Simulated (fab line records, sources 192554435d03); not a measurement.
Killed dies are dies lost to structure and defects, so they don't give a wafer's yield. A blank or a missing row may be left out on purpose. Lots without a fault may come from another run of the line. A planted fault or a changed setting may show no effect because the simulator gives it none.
Which tool did it? | flow n5_finfet | 24 lots, 72 wafers sampled, at 6 steps of a route of 1938

WHAT THE GAUGES READ, wafer by wafer
N5_BEOL_M10_OVL_MEAS_12. Usual: M10_OVL 0.2 nm, standard deviation 0.86.
lot  | measured     | on         | M10_OVL (nm)   | flag
L077 | day 11 04:22 | overlay-02 | 0.5 2.0 0.1    |
L074 | day 11 08:26 | overlay-02 | -2.1 0.0 -1.6  |
L075 | day 11 08:45 | overlay-01 | -0.3 0.7 0.4   |
L076 | day 11 17:28 | overlay-02 | 0.8 1.0 0.5    |
L078 | day 12 03:49 | overlay-01 | -0.5 0.0 0.5   |
L079 | day 12 03:55 | overlay-01 | 0.1 0.4 1.4    |
L080 | day 12 12:47 | overlay-01 | 1.5 0.6 0.1    |
L081 | day 13 20:44 | overlay-02 | -1.5 -0.1 0.0  |
L082 | day 13 20:55 | overlay-01 | 0.4 -0.8 0.9   |
L085 | day 14 00:46 | overlay-02 | 0.4 0.2 0.0    |
L084 | day 14 01:04 | overlay-01 | 1.3 1.0 0.9    |
L083 | day 14 09:01 | overlay-01 | -0.6 0.4 1.1   |
L087 | day 14 20:52 | overlay-02 | 0.0 -0.9 -0.5  |
L086 | day 15 00:59 | overlay-01 | 1.0 1.4 1.2    |
L088 | day 15 05:05 | overlay-02 | 0.7 0.9 0.2    |
L089 | day 15 05:21 | overlay-01 | 0.1 1.1 0.1    |
L090 | day 15 11:09 | overlay-01 | 0.1 0.3 0.2    |
L092 | day 15 12:28 | overlay-01 | 1.2 0.6 1.1    |
L093 | day 15 21:50 | overlay-02 | -0.3 0.6 0.0   |
L091 | day 15 22:02 | overlay-02 | -1.8 -0.2 -1.8 |
L094 | day 16 06:26 | overlay-02 | -0.2 0.1 -0.3  |
L095 | day 16 17:29 | overlay-02 | -0.2 -1.0 -1.0 |
L096 | day 16 21:00 | overlay-01 | -0.2 0.2 -1.0  |
L097 | day 17 12:15 | overlay-02 | 0.9 0.6 1.6    |

N5_BEOL_M10_CD_MEAS_18: pitch 140 nm, target cd 70 nm. Usual: cd_nm 69.9 nm, standard deviation 0.66.
lot  | measured     | on        | cd_nm (nm)     | flag
L077 | day 11 04:56 | cd_sem-02 | 71.1 70.0 71.0 |
L074 | day 11 08:56 | cd_sem-02 | 70.5 69.4 69.4 |
L075 | day 11 09:16 | cd_sem-02 | 69.9 70.0 70.0 |
L076 | day 11 17:58 | cd_sem-03 | 69.8 69.9 69.0 |
L078 | day 12 04:20 | cd_sem-02 | 69.8 68.4 69.1 |
L079 | day 12 04:35 | cd_sem-01 | 69.5 69.9 70.5 |
L080 | day 12 13:52 | cd_sem-03 | 69.6 70.0 69.6 |
L081 | day 13 21:26 | cd_sem-02 | 70.0 70.2 70.0 |
L082 | day 13 21:29 | cd_sem-01 | 69.6 70.1 68.9 |
L085 | day 14 01:19 | cd_sem-02 | 69.5 68.9 68.9 |
L084 | day 14 01:40 | cd_sem-03 | 70.6 70.0 69.5 |
L083 | day 14 09:51 | cd_sem-01 | 69.1 69.3 67.9 |
L087 | day 14 21:55 | cd_sem-02 | 70.7 69.1 70.5 |
L086 | day 15 01:30 | cd_sem-03 | 69.8 69.3 69.1 |
L088 | day 15 06:26 | cd_sem-02 | 70.3 70.1 70.0 |
L089 | day 15 06:32 | cd_sem-01 | 70.3 70.0 71.1 |
L090 | day 15 11:44 | cd_sem-01 | 69.7 69.7 69.6 |
L092 | day 15 13:32 | cd_sem-03 | 69.9 68.8 70.6 |
L093 | day 15 22:43 | cd_sem-03 | 69.8 70.5 70.2 |
L091 | day 15 22:45 | cd_sem-02 | 70.4 70.3 70.5 |
L094 | day 16 07:31 | cd_sem-03 | 70.3 70.1 69.9 |
L095 | day 16 18:00 | cd_sem-01 | 70.3 68.8 69.1 |
L096 | day 16 22:00 | cd_sem-02 | 70.0 69.9 69.0 |
L097 | day 17 12:52 | cd_sem-03 | 69.6 69.8 69.9 |

WHICH TOOL RAN EACH LOT (tool, then ch and the chambers of the sampled wafers, then the start)
lot  | N5_BEOL_M9_SPUTTER_48        | N5_BEOL_M9_CMP_52             | N5_BEOL_M10_HM_DEP_02        | N5_BEOL_M10_STRIP_67
L077 | pvd_sputter-02, day 11 00:21 | cmp-02 ch 0,1,2, day 11 00:55 | pvd_sputter-03, day 11 03:50 | rie_diel-01 ch 0,1,3, day 11 04:40
L074 | pvd_sputter-02, day 11 04:25 | cmp-03 ch 0,1,2, day 11 04:59 | pvd_sputter-03, day 11 07:54 | rie_diel-04 ch 1,2,3, day 11 08:43
L075 | pvd_sputter-03, day 11 05:29 | cmp-02 ch 0,2,3, day 11 06:05 | pvd_sputter-01, day 11 08:13 | rie_diel-04 ch 1,3, day 11 09:02
L076 | pvd_sputter-01, day 11 14:45 | cmp-01 ch 2,3, day 11 15:24   | pvd_sputter-01, day 11 16:56 | rie_diel-04 ch 1,2, day 11 17:45
L078 | pvd_sputter-03, day 12 00:19 | cmp-01 ch 0,1,2, day 12 00:50 | pvd_sputter-03, day 12 03:25 | rie_diel-05 ch 0,1,3, day 12 04:06
L079 | pvd_sputter-02, day 12 00:44 | cmp-01 ch 0,2, day 12 01:27   | pvd_sputter-01, day 12 03:31 | rie_diel-05 ch 0,1,2, day 12 04:22
L080 | pvd_sputter-01, day 12 10:12 | cmp-03 ch 0,2,3, day 12 11:04 | pvd_sputter-01, day 12 12:15 | rie_diel-01 ch 0,2, day 12 13:37
L081 | pvd_sputter-03, day 13 15:10 | cmp-02 ch 0,2, day 13 15:41   | pvd_sputter-02, day 13 20:13 | rie_diel-04 ch 1,2,3, day 13 21:11
L082 | pvd_sputter-03, day 13 16:07 | cmp-03 ch 0,2, day 13 16:58   | pvd_sputter-02, day 13 20:31 | rie_diel-01 ch 0,1, day 13 21:13
L085 | pvd_sputter-03, day 13 21:39 | cmp-03 ch 0,2,3, day 13 22:13 | pvd_sputter-01, day 14 00:14 | rie_diel-01 ch 0,2, day 14 01:04
L084 | pvd_sputter-03, day 13 21:50 | cmp-03 ch 0,1, day 13 22:46   | pvd_sputter-01, day 14 00:32 | rie_diel-05 ch 0,1,3, day 14 01:21
L083 | pvd_sputter-03, day 14 04:49 | cmp-01 ch 0,2,3, day 14 05:25 | pvd_sputter-03, day 14 08:35 | rie_diel-05 ch 1,2,3, day 14 09:30
L087 | pvd_sputter-02, day 14 18:05 | cmp-03 ch 0,1,2, day 14 18:37 | pvd_sputter-01, day 14 20:20 | rie_diel-01 ch 1,2,3, day 14 21:38
L086 | pvd_sputter-01, day 14 21:59 | cmp-03 ch 0,1,3, day 14 22:46 | pvd_sputter-01, day 15 00:28 | rie_diel-04 ch 0,1,3, day 15 01:16
L088 | pvd_sputter-03, day 15 00:38 | cmp-03 ch 0,1, day 15 01:09   | pvd_sputter-02, day 15 04:33 | rie_diel-04 ch 0,2,3, day 15 06:12
L089 | pvd_sputter-01, day 15 01:07 | cmp-02 ch 0,1, day 15 01:44   | pvd_sputter-03, day 15 04:57 | rie_diel-01 ch 1,2,3, day 15 06:16
L090 | pvd_sputter-03, day 15 07:52 | cmp-02 ch 0,2,3, day 15 08:41 | pvd_sputter-02, day 15 10:45 | rie_diel-05 ch 0,2,3, day 15 11:31
L092 | pvd_sputter-01, day 15 09:16 | cmp-03 ch 1,3, day 15 09:59   | pvd_sputter-03, day 15 11:56 | rie_diel-01 ch 2,3, day 15 13:19
L093 | pvd_sputter-03, day 15 17:45 | cmp-02 ch 0,2,3, day 15 18:54 | pvd_sputter-02, day 15 21:19 | rie_diel-05 ch 0,3, day 15 22:17
L091 | pvd_sputter-01, day 15 18:09 | cmp-01 ch 0,1,2, day 15 19:25 | pvd_sputter-02, day 15 21:31 | rie_diel-05 ch 0,1,3, day 15 22:32
L094 | pvd_sputter-03, day 16 02:52 | cmp-01 ch 0,1,3, day 16 04:02 | pvd_sputter-01, day 16 06:01 | rie_diel-05 ch 0,1,2, day 16 07:12
L095 | pvd_sputter-01, day 16 13:43 | cmp-03 ch 0,2, day 16 14:16   | pvd_sputter-03, day 16 16:58 | rie_diel-01 ch 0,1, day 16 17:47
L096 | pvd_sputter-03, day 16 17:10 | cmp-03 ch 0,1,3, day 16 17:46 | pvd_sputter-02, day 16 20:36 | rie_diel-04 ch 0,2, day 16 21:38
L097 | pvd_sputter-03, day 17 09:50 | cmp-03 ch 0,1,2, day 17 10:30 | pvd_sputter-01, day 17 11:43 | rie_diel-01 ch 0,2, day 17 12:32
- N5_BEOL_M9_SPUTTER_48: material Cu, target thk 12 nm, time 2 s.
- N5_BEOL_M9_CMP_52: polishes, stops on SiCOH lowk, t overpolish 7 s, target thk 140 nm.
- N5_BEOL_M10_HM_DEP_02: deposits TiN, target thk 20 nm.
- N5_BEOL_M10_STRIP_67: strips in CF4.

WHAT THE TOOLS THEMSELVES READ (means of the sampled wafers that have a number; where no wafer has one, the mark that the record gives instead)
N5_BEOL_M9_SPUTTER_48. Usual: throttle_valve_pct 30.0 %, standard deviation 1.2.
lot  | tool           | throttle_valve_pct (%) | flag
L077 | pvd_sputter-02 | 29.5                   |
L074 | pvd_sputter-02 | 29.3                   |
L075 | pvd_sputter-03 | 30.8                   |
L076 | pvd_sputter-01 | 29.4                   |
L078 | pvd_sputter-03 | 30.9                   |
L079 | pvd_sputter-02 | 30.0                   |
L080 | pvd_sputter-01 | 29.1                   |
L081 | pvd_sputter-03 | 30.9                   |
L082 | pvd_sputter-03 | 30.4                   |
L085 | pvd_sputter-03 | 30.7                   |
L084 | pvd_sputter-03 | 30.5                   |
L083 | pvd_sputter-03 | 31.1                   |
L087 | pvd_sputter-02 | 29.9                   |
L086 | pvd_sputter-01 | 27.6                   |
L088 | pvd_sputter-03 | 30.9                   |
L089 | pvd_sputter-01 | 28.1                   |
L090 | pvd_sputter-03 | 30.6                   |
L092 | pvd_sputter-01 | 27.6                   |
L093 | pvd_sputter-03 | 31.2                   |
L091 | pvd_sputter-01 | 28.6                   |
L094 | pvd_sputter-03 | 30.5                   |
L095 | pvd_sputter-01 | 29.2                   |
L096 | pvd_sputter-03 | 30.6                   |
L097 | pvd_sputter-03 | 30.8                   |

N5_BEOL_M9_CMP_52. Usual: barrier_field_endpoint_s 29.1 s, standard deviation 0.86; motor_current_A 5.8 A, standard deviation 0.44; overpolish_run_s 7.001 s, standard deviation 0.0086; retaining_ring_pressure_frac 1.000, standard deviation 0.0054; slurry_flow_ml_min 150.0, standard deviation 0.48; time_to_endpoint_s 67 s, standard deviation 4.1.
lot  | tool   | barrier_field_endpoint_s (s) | motor_current_A (A) | overpolish_run_s (s) | retaining_ring_pressure_frac | slurry_flow_ml_min | time_to_endpoint_s (s) | flag
L077 | cmp-02 | 29.6                         | 5.6                 | 7.002                | 0.999                        | 150.1              | 68                     |
L074 | cmp-03 | 29.4                         | 6.1                 | 7.005                | 0.998                        | 150.0              | 69                     |
L075 | cmp-02 | 29.4                         | 6.0                 | 7.001                | 0.999                        | 150.4              | 71                     |
L076 | cmp-01 | 29.2                         | 5.8                 | 7.004                | 1.004                        | 150.2              | 65                     |
L078 | cmp-01 | 29.0                         | 5.4                 | 6.993                | 1.001                        | 150.2              | 69                     |
L079 | cmp-01 | 28.6                         | 5.7                 | 6.998                | 1.005                        | 150.2              | 67                     |
L080 | cmp-03 | 30.3                         | 6.3                 | 7.002                | 0.997                        | 150.2              | 69                     |
L081 | cmp-02 | 28.2                         | 5.3                 | 6.996                | 0.994                        | 150.0              | 65                     |
L082 | cmp-03 | 28.7                         | 6.3                 | 7.000                | 0.997                        | 150.0              | 67                     |
L085 | cmp-03 | 28.7                         | 6.1                 | 7.000                | 1.001                        | 149.7              | 69                     |
L084 | cmp-03 | 28.6                         | 6.0                 | 6.997                | 0.992                        | 149.7              | 65                     |
L083 | cmp-01 | 30.2                         | 5.6                 | 6.999                | 1.000                        | 150.1              | 68                     |
L087 | cmp-03 | 29.1                         | 6.0                 | 7.008                | 1.004                        | 150.0              | 68                     |
L086 | cmp-03 | 29.2                         | 5.9                 | 7.002                | 0.995                        | 150.4              | 62                     |
L088 | cmp-03 | 28.9                         | 5.9                 | 7.008                | 0.996                        | 150.2              | 68                     |
L089 | cmp-02 | 29.2                         | 5.6                 | 7.002                | 1.000                        | 149.7              | 68                     |
L090 | cmp-02 | 28.8                         | 5.9                 | 6.993                | 1.000                        | 150.2              | 66                     |
L092 | cmp-03 | 28.2                         | 5.7                 | 7.003                | 0.998                        | 150.4              | 61                     |
L093 | cmp-02 | 29.4                         | 5.9                 | 7.003                | 1.001                        | 150.5              | 70                     |
L091 | cmp-01 | 29.2                         | 5.6                 | 7.008                | 1.000                        | 150.0              | 70                     |
L094 | cmp-01 | 28.2                         | 5.5                 | 6.998                | 1.006                        | 149.9              | 68                     |
L095 | cmp-03 | 29.6                         | 6.5                 | 6.999                | 1.003                        | 149.8              | 68                     |
L096 | cmp-03 | 28.5                         | 5.8                 | 6.993                | 0.998                        | 149.5              | 65                     |
L097 | cmp-03 | 29.1                         | 6.1                 | 7.002                | 1.001                        | 150.5              | 71                     |

N5_BEOL_M10_HM_DEP_02. Usual: throttle_valve_pct 29.5 %, standard deviation 1.3.
lot  | tool           | throttle_valve_pct (%) | flag
L077 | pvd_sputter-03 | 30.6                   |
L074 | pvd_sputter-03 | 31.1                   |
L075 | pvd_sputter-01 | 28.4                   |
L076 | pvd_sputter-01 | 28.4                   |
L078 | pvd_sputter-03 | 30.6                   |
L079 | pvd_sputter-01 | 28.3                   |
L080 | pvd_sputter-01 | 28.0                   |
L081 | pvd_sputter-02 | 29.1                   |
L082 | pvd_sputter-02 | 29.8                   |
L085 | pvd_sputter-01 | 28.4                   |
L084 | pvd_sputter-01 | 29.5                   |
L083 | pvd_sputter-03 | 31.0                   |
L087 | pvd_sputter-01 | 28.4                   |
L086 | pvd_sputter-01 | 28.7                   |
L088 | pvd_sputter-02 | 29.1                   |
L089 | pvd_sputter-03 | 31.4                   |
L090 | pvd_sputter-02 | 30.0                   |
L092 | pvd_sputter-03 | 30.7                   |
L093 | pvd_sputter-02 | 29.9                   |
L091 | pvd_sputter-02 | 30.0                   |
L094 | pvd_sputter-01 | 28.2                   |
L095 | pvd_sputter-03 | 31.0                   |
L096 | pvd_sputter-02 | 29.1                   |
L097 | pvd_sputter-01 | 28.3                   |

N5_BEOL_M10_STRIP_67. Usual: bias_power_w 74.99 W, standard deviation 0.23; drypump_motor_current_A 5.8 A, standard deviation 0.42; oes_product_au 0.83 a.u., standard deviation 0.087; power_w 300.1 W, standard deviation 0.85; rf_vpp_V 271.0 V, standard deviation 1.5; showerhead_plenum_p_Torr 1.79 Torr, standard deviation 0.06; throttle_valve_pct 13.57 %, standard deviation 0.22.
lot  | tool        | bias_power_w (W) | drypump_motor_current_A (A) | oes_product_au (a.u.) | power_w (W) | rf_vpp_V (V) | showerhead_plenum_p_Torr (Torr) | throttle_valve_pct (%) | flag
L077 | rie_diel-01 | 74.95            | 5.6                         | 0.76                  | 299.4       | 270.4        | 1.78                            | 13.86                  |
L074 | rie_diel-04 | 74.79            | 5.9                         | 0.82                  | 300.6       | 271.3        | 1.78                            | 13.38                  |
L075 | rie_diel-04 | 75.28            | 5.9                         | 0.76                  | 299.9       | 269.4        | 1.73                            | 13.36                  |
L076 | rie_diel-04 | 74.89            | 5.9                         | 0.86                  | 300.2       | 272.0        | 1.82                            | 13.33                  |
L078 | rie_diel-05 | 74.68            | 6.3                         | 0.83                  | 301.1       | 270.8        | 1.78                            | 13.57                  |
L079 | rie_diel-05 | 74.99            | 5.8                         | 0.77                  | 298.9       | 270.9        | 1.80                            | 13.71                  |
L080 | rie_diel-01 | 75.18            | 6.1                         | 0.87                  | 300.2       | 270.4        | 1.80                            | 13.64                  |
L081 | rie_diel-04 | 75.00            | 5.9                         | 0.79                  | 300.6       | 270.1        | 1.78                            | 13.44                  |
L082 | rie_diel-01 | 75.17            | 5.7                         | 0.78                  | 299.7       | 270.3        | 1.79                            | 13.88                  |
L085 | rie_diel-01 | 75.03            | 6.0                         | 0.76                  | 300.0       | 271.5        | 1.82                            | 13.90                  |
L084 | rie_diel-05 | 74.99            | 6.3                         | 0.80                  | 300.2       | 271.1        | 1.78                            | 13.60                  |
L083 | rie_diel-05 | 74.88            | 5.8                         | 0.83                  | 300.1       | 271.6        | 1.81                            | 13.50                  |
L087 | rie_diel-01 | 74.74            | 5.6                         | 0.89                  | 299.9       | 271.3        | 1.81                            | 13.53                  |
L086 | rie_diel-04 | 75.25            | 5.9                         | 0.76                  | 300.0       | 269.9        | 1.74                            | 13.48                  |
L088 | rie_diel-04 | 75.15            | 5.9                         | 0.76                  | 300.1       | 270.8        | 1.75                            | 13.57                  |
L089 | rie_diel-01 | 75.09            | 5.6                         | 0.89                  | 300.2       | 271.8        | 1.81                            | 13.54                  |
L090 | rie_diel-05 | 74.93            | 6.1                         | 0.87                  | 300.2       | 271.5        | 1.81                            | 13.43                  |
L092 | rie_diel-01 | 75.05            | 5.5                         | 0.92                  | 300.4       | 272.9        | 1.87                            | 13.39                  |
L093 | rie_diel-05 | 74.80            | 6.5                         | 0.94                  | 300.1       | 272.1        | 1.77                            | 13.36                  |
L091 | rie_diel-05 | 74.77            | 6.3                         | 0.88                  | 299.6       | 270.9        | 1.77                            | 13.44                  |
L094 | rie_diel-05 | 74.92            | 5.8                         | 0.83                  | 299.7       | 271.2        | 1.79                            | 13.59                  |
L095 | rie_diel-01 | 74.94            | 5.8                         | 0.91                  | 299.7       | 270.3        | 1.81                            | 13.68                  |
L096 | rie_diel-04 | 74.84            | 5.9                         | 0.80                  | 300.4       | 271.9        | 1.78                            | 13.64                  |
L097 | rie_diel-01 | 74.85            | 6.0                         | 0.91                  | 299.5       | 270.4        | 1.81                            | 13.57                  |

THE ANSWER, worked out from the rows above alone
Rule: a lot is off if the mean of its wafers that have a number lies more than 3 standard deviations from the usual mean. A lot without any number at a reading at which 4 lots or more have one is off too. The other lots that the step has rows for count as sound. The gauges are gone through in route order, then the tools' own readings, and for those a lot's mean is taken as printed above. The first step at which some lot is off is used, and at that step the reading that is off furthest; a lot without a number counts as furthest.
No lot is off at any reading shown: from this, nothing can be told.

WHAT THE SIMULATOR HAD PUT IN
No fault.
